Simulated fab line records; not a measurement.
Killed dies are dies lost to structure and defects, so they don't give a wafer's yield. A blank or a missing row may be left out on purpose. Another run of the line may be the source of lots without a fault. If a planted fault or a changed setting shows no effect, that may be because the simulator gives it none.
fab line records ; flow n5Finfet
record: lots: 10; wafers: 29; lastDay: 18
route steps=1938 shown BEOL_M3@1004 BEOL_M4@1021 PASSIVATION@1936
lots that met no fault: taken from a fault-free run of the same line
startH: start of the lot's first displayed wafer, in hours after the record's first day ; waitH: hours elapsed since this lot's preceding step ; " as in the row above ; L1.1+2: several wafers, shown together as one row ; - value missing, or start not given ; * or withheld: withheld ; < > ~ a bound
route shown NAME@n: a module of which the file shows steps, and the number in the route of the first ; usual: average and standard deviation across the fault-free wafers ; same: alike in all rows ; chamber/n: place in a boat ; sites: each site's reading ; _std_site: standard deviation of those values ; _edge_site: mean of outer sites minus mean of inner sites ; radiusMm: how far each site lies from the wafer's centre ; mask NAME#n: copy n ; behind: tool/chamber where the wafer was last shaped ; hold: reason for holding the lot/hours on hold/outcome of the hold ; device: the transistor (n, p or np) that didn't switch ; end of line: at the end of the route, the tests of the same wafers ; where a step has no rows: the recipe by itself ; killed: dies that structure and defects cost at the first sort, which is not the same as the wafer's yield ; map: shows each die of a wafer: x if killed, . if not, _ if none is there
set.NAME: the run value of the setting; set.NAME@STEP: its run value at that earlier step ; model.NAME: the simulator's own value behind a step, which no gauge read
one table for each step of the route and one row for each wafer, over a sample of lots
services: a tool's chamber out of use, with start hour (startH, from the record's first day; less than 0 if before it), hours out, and reason
== steps ==
step: N5_BEOL_M3_SPUTTER_90
recipe: material: Cu; targetThkA: 45; tempC: -20; chamberPressurePa: 0.07; powerW: withheld; timeS: 8.29
usual: susceptorTempC: -20.01/0.11; throttleValvePct: 29.8/0.91
lot.wafer;tool;chamber;startH;waitH;susceptorTempC;throttleValvePct
L975.1;pvdSputter-02;-;191.95;0.1;-20.30;27.5
L975.3;pvdSputter-02;-;191.95;0.1;-20.18;29.9
L975.6;pvdSputter-02;-;191.95;0.1;-20.10;30.3
L980.1;pvdSputter-01;-;195.41;0.1;-19.98;30.4
L980.2;pvdSputter-01;-;195.41;0.1;-20.04;30.2
L980.4;pvdSputter-01;-;195.41;0.1;-20.10;29.1
L978.1;pvdSputter-03;-;198.19;0.1;-20.06;30.1
L978.5;pvdSputter-03;-;198.19;0.1;-20.00;31.4
L978.6;pvdSputter-03;-;198.19;0.1;-20.03;30.2
L981.2;pvdSputter-01;-;198.61;0.1;-19.88;29.1
L981.3;pvdSputter-01;-;198.61;0.1;-20.19;30.1
L981.4;pvdSputter-01;-;198.61;0.1;-20.06;30.3
L982.1;pvdSputter-01;-;205.42;0.1;-20.14;29.9
L982.5;pvdSputter-01;-;205.42;0.1;-20.04;29.6
L982.6;pvdSputter-01;-;205.42;0.1;-19.87;29.4
L983.3;pvdSputter-01;-;209.49;0.1;-20.01;30.3
L983.4;pvdSputter-01;-;209.49;0.1;-19.81;30.2
L983.6;pvdSputter-01;-;209.49;0.1;-19.93;30.1
L990.2;pvdSputter-02;-;257.48;0.1;-19.99;28.9
L990.3;pvdSputter-02;-;257.48;0.1;-19.97;30.5
L990.5;pvdSputter-02;-;257.48;0.1;-19.93;28.9
L991.2;pvdSputter-03;-;276.30;0.1;-19.95;30.7
L991.5;pvdSputter-03;-;276.30;0.1;-20.09;30.2
L996.2;pvdSputter-01;-;299.37;0.1;-19.91;29.9
L996.3;pvdSputter-01;-;299.37;0.1;-20.01;29.1
L996.6;pvdSputter-01;-;299.37;0.1;-19.78;30.2
L995.4;pvdSputter-01;-;302.95;0.1;-19.83;29.4
L995.5;pvdSputter-01;-;302.95;0.1;-19.94;29.8
L995.6;pvdSputter-01;-;302.95;0.1;-19.82;29.2
step: N5_BEOL_M3_CO_CAP_55
recipe: material: Co; targetThkA: 20; tempC: 200; precursor: CCTBA/H2; pressureTorr: 30; timeS: 102.1
usual: heaterPowerW: 243/29; susceptorTempC: 200.00/0.18
lot.wafer;tool;chamber;startH;waitH;heaterPowerW;susceptorTempC
L975.1;cvdCo-02;2;193.47;0.0;261;199.92
L975.3;cvdCo-02;1;193.47;0.0;298;200.01
L975.6;cvdCo-02;1;193.47;0.0;296;199.81
L980.1;cvdCo-01;2;197.06;0.0;211;200.14
L980.2;cvdCo-01;0;197.06;0.0;216;200.28
L980.4;cvdCo-01;0;197.06;0.0;209;200.03
L978.1;cvdCo-01;2;199.72;0.0;210;200.01
L978.5;cvdCo-01;0;199.72;0.0;213;200.04
L978.6;cvdCo-01;1;199.72;0.0;227;200.10
L981.2;cvdCo-02;2;200.30;0.0;253;199.89
L981.3;cvdCo-02;0;200.30;0.0;232;200.31
L981.4;cvdCo-02;2;200.30;0.0;251;200.06
L982.1;cvdCo-02;0;206.96;0.0;238;200.11
L982.5;cvdCo-02;1;206.96;0.0;294;200.04
L982.6;cvdCo-02;0;206.96;0.0;235;200.28
L983.3;cvdCo-02;2;211.16;0.0;248;200.03
L983.4;cvdCo-02;2;211.16;0.0;257;200.29
L983.6;cvdCo-02;1;211.16;0.0;293;199.86
L990.2;cvdCo-01;1;259.05;0.0;226;200.30
L990.3;cvdCo-01;0;259.05;0.0;214;199.79
L990.5;cvdCo-01;2;259.05;0.0;212;200.13
L991.2;cvdCo-01;1;277.82;0.0;224;200.24
L991.5;cvdCo-01;2;277.82;0.0;210;200.20
L996.2;cvdCo-01;2;301.31;0.0;214;200.03
L996.3;cvdCo-01;0;301.31;0.0;221;200.28
L996.6;cvdCo-01;2;301.31;0.0;215;200.28
L995.4;cvdCo-02;2;304.69;0.0;244;200.00
L995.5;cvdCo-02;1;304.69;0.0;289;200.19
L995.6;cvdCo-02;0;304.69;0.0;233;200.01
step: N5_BEOL_M4_ILD_DEP_00
recipe: material: SiOC; targetThkA: 790; tempC: 350; precursor: DEMS/O2; pressureTorr: 5; rfW: 500; timeS: 15.3
usual: heaterPowerW: 497/69; showerheadPlenumPTorr: 5.694/0.011; susceptorTempC: 349.96/0.23; throttleValvePct: 11.8/0.42
lot.wafer;tool;chamber;startH;waitH;heaterPowerW;showerheadPlenumPTorr;susceptorTempC;throttleValvePct
L975.1;pecvd-01;1;193.72;0.0;467;5.676;349.69;12.0
L975.3;pecvd-01;2;193.72;0.0;528;5.704;350.07;11.5
L975.6;pecvd-01;0;193.72;0.0;427;5.686;349.77;11.7
L980.1;pecvd-01;1;197.32;0.0;547;5.701;350.07;11.9
L980.2;pecvd-01;2;197.32;0.0;512;5.712;350.16;11.7
L980.4;pecvd-01;1;197.32;0.0;577;5.698;349.52;11.9
L978.1;pecvd-01;1;199.96;0.0;550;5.694;349.69;12.0
L978.5;pecvd-01;2;199.96;0.0;497;5.715;350.16;11.5
L978.6;pecvd-01;0;199.96;0.0;430;5.691;349.75;12.0
L981.2;pecvd-01;2;200.55;0.0;513;5.708;350.04;11.7
L981.3;pecvd-01;0;200.55;0.0;430;5.708;349.54;11.7
L981.4;pecvd-01;2;200.55;0.0;494;5.715;349.88;11.6
L982.1;pecvd-01;1;207.21;0.0;454;5.700;350.05;11.9
L982.5;pecvd-01;2;207.21;0.0;422;5.714;350.10;11.4
L982.6;pecvd-01;1;207.21;0.0;481;5.690;349.89;11.8
L983.3;pecvd-01;1;211.41;0.0;555;5.676;349.82;11.9
L983.4;pecvd-01;0;211.41;0.0;424;5.696;349.66;12.0
L983.6;pecvd-01;2;211.41;0.0;475;5.702;350.39;12.0
L990.2;pecvd-02;2;259.30;0.0;625;5.690;349.96;11.5
L990.3;pecvd-02;1;259.30;0.0;435;5.701;349.43;11.9
L990.5;pecvd-02;0;259.30;0.0;573;5.703;350.19;11.4
L991.2;pecvd-02;0;278.07;0.0;525;5.698;350.34;11.3
L991.5;pecvd-02;1;278.07;0.0;406;5.703;350.12;12.0
L996.2;pecvd-01;0;301.55;0.0;431;5.685;349.83;11.9
L996.3;pecvd-01;1;301.55;0.0;504;5.692;349.93;11.7
L996.6;pecvd-01;1;301.55;0.0;495;5.695;350.22;11.6
L995.4;pecvd-01;0;304.92;0.1;354;5.691;349.98;11.7
L995.5;pecvd-01;1;304.92;0.1;511;5.684;349.87;11.9
L995.6;pecvd-01;2;304.92;0.1;443;5.715;349.83;12.2
step: N5_BEOL_M4_THK_MEAS_01
recipe: reads: SiOC_of_BEOL_M4_ILD_DEP_00
usual: M4_ILD_THK: 79.3/1
lot.wafer;tool;chamber;startH;waitH;M4_ILD_THK[nm]
L975.1;filmMetro-01;-;193.78;0.0;79.2
L975.3;filmMetro-01;-;193.78;0.0;79.4
L975.6;filmMetro-01;-;193.78;0.0;77.6
L980.1;filmMetro-01;-;197.39;0.0;79.2
L980.2;filmMetro-01;-;197.39;0.0;79.1
L980.4;filmMetro-01;-;197.39;0.0;81.0
L978.1;filmMetro-02;-;200.03;0.0;79.7
L978.5;filmMetro-02;-;200.03;0.0;80.1
L978.6;filmMetro-02;-;200.03;0.0;79.7
L981.2;filmMetro-02;-;200.61;0.1;78.4
L981.3;filmMetro-02;-;200.61;0.1;77.5
L981.4;filmMetro-02;-;200.61;0.1;73.3
L982.1;filmMetro-02;-;207.28;0.0;78.9
L982.5;filmMetro-02;-;207.28;0.0;79.9
L982.6;filmMetro-02;-;207.28;0.0;73.2
L983.3;filmMetro-02;-;211.47;0.1;80.0
L983.4;filmMetro-02;-;211.47;0.1;72.7
L983.6;filmMetro-02;-;211.47;0.1;73.2
L990.2;filmMetro-01;-;259.37;0.1;78.8
L990.3;filmMetro-01;-;259.37;0.1;77.5
L990.5;filmMetro-01;-;259.37;0.1;81.0
L991.2;filmMetro-02;-;278.14;0.1;80.0
L991.5;filmMetro-02;-;278.14;0.1;80.3
L996.2;filmMetro-01;-;301.62;0.1;77.8
L996.3;filmMetro-01;-;301.62;0.1;78.2
L996.6;filmMetro-01;-;301.62;0.1;79.6
L995.4;filmMetro-01;-;304.97;0.0;78.9
L995.5;filmMetro-01;-;304.97;0.0;79.5
L995.6;filmMetro-01;-;304.97;0.0;79.0
step: N5_BEOL_M4_PECVD_72
recipe: material: SiO2; targetThkA: 160; tempC: 400; precursor: TEOS/O2; pressureTorr: 5.5; rfW: 450; teosFlowSccm: 53.8; gas: O2; flowSccm: 3000; timeS: 18
usual: heaterPowerW: 733/84; showerheadPlenumPTorr: 8.78/0.037; susceptorTempC: 400.02/0.23; throttleValvePct: 22.1/0.81
lot.wafer;tool;chamber;startH;waitH;heaterPowerW;showerheadPlenumPTorr;susceptorTempC;throttleValvePct
L975.1;pecvd-02;0;193.82;0.0;694;8.83;399.66;23.1
L975.3;pecvd-02;2;193.82;0.0;721;8.76;399.79;21.6
L975.6;pecvd-02;2;193.82;0.0;736;8.74;399.54;21.5
L980.1;pecvd-04;1;197.43;0.0;691;8.72;400.05;22.7
L980.2;pecvd-04;2;197.43;0.0;891;8.77;399.65;20.2
L980.4;pecvd-04;1;197.43;0.0;679;8.71;400.09;22.9
L978.1;pecvd-04;1;200.07;0.0;657;8.75;400.43;22.9
L978.5;pecvd-04;0;200.07;0.0;751;8.75;400.28;22.8
L978.6;pecvd-04;1;200.07;0.0;658;8.72;400.02;22.7
L981.2;pecvd-02;2;200.65;0.0;844;8.75;400.22;21.4
L981.3;pecvd-02;0;200.65;0.0;658;8.79;399.81;23.1
L981.4;pecvd-02;0;200.65;0.0;674;8.80;400.07;23.1
L982.1;pecvd-04;0;207.32;0.0;916;8.78;399.87;23.0
L982.5;pecvd-04;0;207.32;0.0;926;8.76;399.89;22.9
L982.6;pecvd-04;1;207.32;0.0;733;8.72;400.00;22.7
L983.3;pecvd-02;2;211.51;0.0;861;8.74;399.86;21.6
L983.4;pecvd-02;2;211.51;0.0;841;8.74;399.86;21.5
L983.6;pecvd-02;0;211.51;0.0;764;8.78;400.53;23.2
L990.2;pecvd-01;2;259.41;0.0;700;8.85;400.30;22.1
L990.3;pecvd-01;1;259.41;0.0;804;8.77;400.37;22.1
L990.5;pecvd-01;2;259.41;0.0;694;8.82;400.37;22.1
L991.2;pecvd-02;0;278.17;0.0;731;8.80;400.02;20.9
L991.5;pecvd-02;1;278.17;0.0;640;8.83;399.60;22.4
L996.2;pecvd-04;2;301.66;0.0;751;8.78;400.05;20.1
L996.3;pecvd-04;0;301.66;0.0;734;8.78;400.26;23.0
L996.6;pecvd-04;2;301.66;0.0;771;8.76;399.95;20.5
L995.4;pecvd-04;1;305.03;0.1;736;8.73;400.07;23.0
L995.5;pecvd-04;0;305.03;0.1;831;8.76;400.11;22.9
L995.6;pecvd-04;2;305.03;0.1;854;8.77;399.75;20.6
step: N5_BEOL_M4_RC_MEAS_101
usual: DIBL_N: 37.2/2.5; DIBL_P: 38/3; IOFF_N: 0.17/0.044; IOFF_P: 0.24/0.059; ION_N: 667/13; ION_P: 461/7.9; SS_N: 71.8/0.86; SS_P: 73.6/0.92; VT_N: 250/4.1; VT_P: -249/3.9
lot.wafer;tool;chamber;startH;waitH;DIBL_N[mV/V];DIBL_P[mV/V];IOFF_N[nA/um];IOFF_P[nA/um];ION_N[uA/um];ION_P[uA/um];SS_N[mV/dec];SS_P[mV/dec];VT_N[mV];VT_P[mV]
L975.1;prober-01;0;203.19;0.0;36.7;39;0.18;0.24;673;467;71.5;73.7;248;-250
L975.3;prober-01;0;203.19;0.0;39.3;41;0.23;0.29;680;466;72.2;74.8;244;-248
L975.6;prober-01;0;203.19;0.0;37.2;39;0.17;0.25;668;456;72.2;74.6;247;-250
L980.1;prober-02;0;207.55;0.0;37.6;37;0.18;0.23;676;461;71.5;73.5;248;-251
L980.2;prober-02;0;207.55;0.0;36.2;36;0.15;0.22;660;458;71.5;73.6;253;-250
L980.4;prober-02;0;207.55;0.0;38.3;38;0.20;0.26;675;473;71.7;73.7;246;-249
L978.1;prober-01;0;212.72;0.0;38.4;38;0.17;0.24;684;465;71.6;74.1;251;-251
L978.5;prober-01;0;212.72;0.0;37.4;38;0.16;0.23;667;460;72.3;73.9;254;-250
L978.6;prober-01;0;212.72;0.0;39.7;40;0.20;0.29;682;475;72.5;74.6;248;-246
L981.2;prober-02;0;216.51;0.2;38.5;38;0.18;0.27;677;480;71.3;73.6;249;-244
L981.3;prober-02;0;216.51;0.2;37.5;37;0.15;0.23;658;460;71.7;73.5;252;-247
L981.4;prober-02;0;216.51;0.2;37.5;36;0.16;0.22;670;459;71.0;73.3;247;-246
L982.1;prober-02;0;222.51;0.0;38.5;41;0.19;0.27;672;464;72.4;74.5;252;-248
L982.5;prober-02;0;222.51;0.0;37.0;38;0.17;0.23;666;463;71.6;73.1;249;-248
L982.6;prober-02;0;222.51;0.0;39.3;41;0.20;0.28;677;466;72.4;74.2;250;-246
L983.3;prober-01;0;233.36;0.3;38.9;40;0.23;0.27;681;462;73.0;74.5;246;-250
L983.4;prober-01;0;233.36;0.3;35.6;37;0.16;0.22;665;454;72.6;73.7;251;-251
L983.6;prober-01;0;233.36;0.3;34.8;35;0.14;0.18;657;449;71.6;72.8;254;-253
L990.2;prober-02;0;271.98;0.2;36.0;34;0.14;0.21;646;446;71.9;72.9;254;-249
L990.3;prober-02;0;271.98;0.2;38.4;38;0.18;0.24;669;458;72.1;73.4;249;-248
L990.5;prober-02;0;271.98;0.2;37.2;37;0.15;0.22;658;456;72.5;73.3;254;-251
L991.2;prober-02;0;290.62;0.2;37.6;39;0.16;0.26;663;467;72.2;73.7;252;-246
L991.5;prober-02;0;290.62;0.2;34.0;35;0.11;0.18;640;450;70.7;73.1;259;-252
L996.2;prober-02;0;314.24;0.2;32.1;33;0.11;0.15;655;449;70.3;71.7;254;-254
L996.3;prober-02;0;314.24;0.2;32.5;32;0.11;0.15;664;453;70.4;72.1;255;-256
L996.6;prober-02;0;314.24;0.2;34.2;36;0.14;0.19;672;465;70.5;72.6;252;-251
L995.4;prober-01;0;315.86;0.5;39.9;38;0.18;0.24;658;458;72.5;72.9;251;-249
L995.5;prober-01;0;315.86;0.5;39.3;38;0.16;0.25;663;462;72.0;73.2;253;-246
L995.6;prober-01;0;315.86;0.5;35.9;33;0.12;0.19;657;451;71.3;71.8;257;-251
step: N5_PASSIVATION_PROBE_49
usual: defectLimitedYield: 91.5/1.4; killed_at_M0_to_M3: 32/11; killed_at_M4_up: 12/4.4; killedAtContacts: 13/6.1; killedAtFrontEnd: 39/12; killedAtOther: 3.9/3; killedDies: 100/17; killedOpen: 66/12; killedShort: 33/7.4; sort_bin_5_function: 5.0/0.95; sort_bin_6_memory: 3.2/0.66; sortNPass: 1079/17; sortYieldPct: 91.4/1.5
same: grossDies: 1180; killedAtBackSide: 0; sort_bin_4_leakage[%]: 0; sort_bin_8_speed[%]: 0
lot.wafer;tool;chamber;startH;waitH;defectLimitedYield[%];killed_at_M0_to_M3;killed_at_M4_up;killedAtContacts;killedAtFrontEnd;killedAtOther;killedDies;killedOpen;killedShort;sort_bin_5_function[%];sort_bin_6_memory[%];sortNPass;sortYieldPct[%]
L983.3;prober-02;-;340.28;0.1;93.3;25;9;11;32;2;79;45;30;3.3;3.1;1101;93.3
L983.4;prober-02;-;340.33;0.2;93.2;17;17;17;28;1;80;59;20;3.6;3.1;1100;93.2
L983.6;prober-02;-;340.43;0.3;94.3;24;14;3;24;2;67;45;22;2.5;3.1;1113;94.3
L990.2;prober-02;-;378.28;0.1;92.5;33;7;13;34;2;89;57;31;4.5;2.7;1091;92.5
L990.3;prober-02;-;378.33;0.1;91.4;31;14;9;39;8;101;62;36;4.5;3.9;1079;91.4
L990.5;prober-02;-;378.43;0.2;94.1;26;8;4;28;4;70;40;30;3.6;2.2;1110;94.1
L991.2;prober-01;-;396.06;0.1;89.7;34;9;9;68;1;121;76;44;6.6;3.1;1059;89.7
L991.5;prober-01;-;396.21;0.2;91.5;30;2;20;44;4;100;72;27;5.5;2.7;1080;91.5
killed by level:class
L983.3 MOL_CONTACT_COAG:geometricParticle:open=10 FIN_SAQP:geometricParticle:short=6 BEOL_M1:geometricParticle:open=6 FIN_SAQP:geometricParticle:open=4 BEOL_M2:geometricParticle:open=4 STI_FIN_REVEAL:geometricParticle:open=3 GATE_CUT:geometricParticle:short=3 BEOL_M0_SAQP:geometricParticle:short=3
L983.4 MOL_CONTACT_COAG:geometricParticle:open=14 BEOL_M4:geometricParticle:open=12 FIN_SAQP:geometricParticle:short=6 BEOL_M0_SAQP:geometricParticle:short=6 FIN_SAQP:geometricParticle:open=5 DUMMY_GATE:geometricParticle:open=5 BEOL_M0_SAQP:geometricParticle:open=5 ILD0:geometricParticle:open=3
L983.6 BEOL_M0_SAQP:geometricParticle:short=8 BEOL_M0_SAQP:geometricParticle:open=8 FIN_SAQP:geometricParticle:open=7 BEOL_M5:geometricParticle:open=5 STI_FIN_REVEAL:geometricParticle:open=4 BEOL_M4:geometricParticle:open=4 ILD0:geometricParticle:short=3 MOL_CONTACT_COAG:geometricParticle:open=3
L990.2 STI_FIN_REVEAL:geometricParticle:open=12 BEOL_M2:geometricParticle:open=9 MOL_CONTACT_COAG:geometricParticle:open=8 FIN_SAQP:geometricParticle:short=6 MOL_CONTACT_COAG:geometricParticle:short=4 BEOL_M0_SAQP:geometricParticle:short=4 BEOL_M0_SAQP:geometricParticle:open=4 BEOL_M1:geometricParticle:open=4
L990.3 FIN_SAQP:geometricParticle:open=10 BEOL_M0_SAQP:geometricParticle:open=10 BEOL_M4:geometricParticle:open=8 GATE_CUT:geometricParticle:short=7 MOL_CONTACT_COAG:geometricParticle:open=7 BEOL_M0_SAQP:geometricParticle:short=7 FIN_SAQP:geometricParticle:short=5 STI_FIN_REVEAL:geometricParticle:open=5
L990.5 FIN_SAQP:geometricParticle:short=6 BEOL_M3:geometricParticle:open=5 STARTING-WAFER:geometricParticle:short=5 FIN_SAQP:geometricParticle:open=4 BEOL_M0_SAQP:geometricParticle:short=4 BEOL_M2:geometricParticle:open=4 BEOL_M4:geometricParticle:open=4 STI_FIN_REVEAL:geometricParticle:open=3
L991.2 FIN_SAQP:geometricParticle:open=18 STI_FIN_REVEAL:geometricParticle:open=17 GATE_CUT:geometricParticle:short=11 FIN_SAQP:geometricParticle:short=10 BEOL_M2:geometricParticle:open=7 MOL_CONTACT_COAG:geometricParticle:open=6 BEOL_M0_SAQP:geometricParticle:open=6 BEOL_M3:geometricParticle:open=5
L991.5 FIN_SAQP:geometricParticle:open=16 MOL_CONTACT_COAG:geometricParticle:open=15 BEOL_M1:geometricParticle:open=8 STI_FIN_REVEAL:geometricParticle:open=7 GATE_CUT:geometricParticle:short=6 BEOL_M0_SAQP:geometricParticle:short=5 MOL_CONTACT_COAG:geometricParticle:short=5 FIN_SAQP:geometricParticle:short=4
== services ==
tool;chamber;startH;hours;kind
cvdCo-01;0;188.27;2.6;repair
cvdCo-01;-;218.10;0.7;repair
pecvd-02;0;226.95;-;clean
pecvd-02;0;226.95;29.5;scheduledDown
pecvd-02;0;226.95;29.5;ventCycle
cvdCo-01;-;244.77;0.8;repair
pecvd-02;0;256.45;2.1;scheduledDown
pecvd-02;-;266.68;5.9;repair
cvdCo-02;-;298.91;4.3;pm
cvdCo-01;-;304.14;0.2;repair
== key ==
firstSign: step: N5_BEOL_M4_THK_MEAS_01; reading: M4_ILD_THK; direction: down; sigmas: 6.1; usual: 79.3; struck: 73.1
effect none on later readings
metAt N5_BEOL_M4_ILD_DEP_00
struckLots L981,L982,L983
struckWafers L981.4,L982.6,L983.4,L983.6
notActingAt N5_BEOL_M3_SPUTTER_90,N5_BEOL_M3_CO_CAP_55,N5_BEOL_M4_PECVD_72
onsetBetween 199.96 200.55
fault: kind: processParameterDrift; tool: pecvd-01; chamber: -; onsetH: 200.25; steps: N5_BEOL_M4_ILD_DEP_00; channel: targetThkA; offset: *; shape: step; endH: 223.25; scope: struckWafersOnly; actsIn: *; stated: *
